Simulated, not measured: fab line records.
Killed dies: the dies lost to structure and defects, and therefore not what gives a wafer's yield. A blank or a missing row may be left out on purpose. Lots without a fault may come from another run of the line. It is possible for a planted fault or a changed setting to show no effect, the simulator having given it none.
Matching of chambers | flow n5-finfet | N5_HKMG_FIN_ALD_75 on ald-hk-01: 4 sister chambers
The step deposits Al2O3, target thk 1 nm, co reactant pulse time 1 s. 4 wafers are shown with their chamber, then 10 later ones without.

== EACH WAFER AND ITS CHAMBER ==
wafer  | chamber | heater-power-w (W)
L091.4 | 3       | 161
L091.5 | 1       | 175
L094.1 | 0       | 145
L094.3 | 2       | 135

== WAFERS MISSING THEIR CHAMBER ==
wafer  | heater-power-w (W)
L094.5 | 155
L095.3 | 161
L095.4 | 140
L095.5 | 142
L096.3 | 147
L096.5 | 136
L096.6 | 159
L097.1 | 136
L097.2 | 172
L097.6 | 144

== THE CHAMBER EACH PASSED THROUGH ==
wafer  | from the rows above     | in truth
L094.5 | can't be placed: 3 or 0 | 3
L095.3 | 3                       | 3
L095.4 | can't be placed: 0 or 2 | 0
L095.5 | can't be placed: 0 or 2 | 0
L096.3 | 0                       | 0
L096.5 | 2                       | 2
L096.6 | 3                       | 3
L097.1 | 2                       | 2
L097.2 | 1                       | 1
L097.6 | 0                       | 0
Correctly placed: 7 of 10. Can't be placed from these rows: 3 (the true chamber is among the candidates in 3). Wrongly placed: 0.
How it was worked out, from the rows above alone: a wafer's distance from a chamber is the root of the sum, over the readings, of the square of ((its reading less the chamber's mean) divided by the reading's scatter). If the next closest chamber is less than 2 further off than the closest, the wafer can't be placed; otherwise it belongs to the closest. The mean given for a chamber averages the wafers shown for that chamber. The scatter (one wafer shown for each chamber): square how far every hidden wafer sits from the nearest shown wafer, average those squares and take the square root.
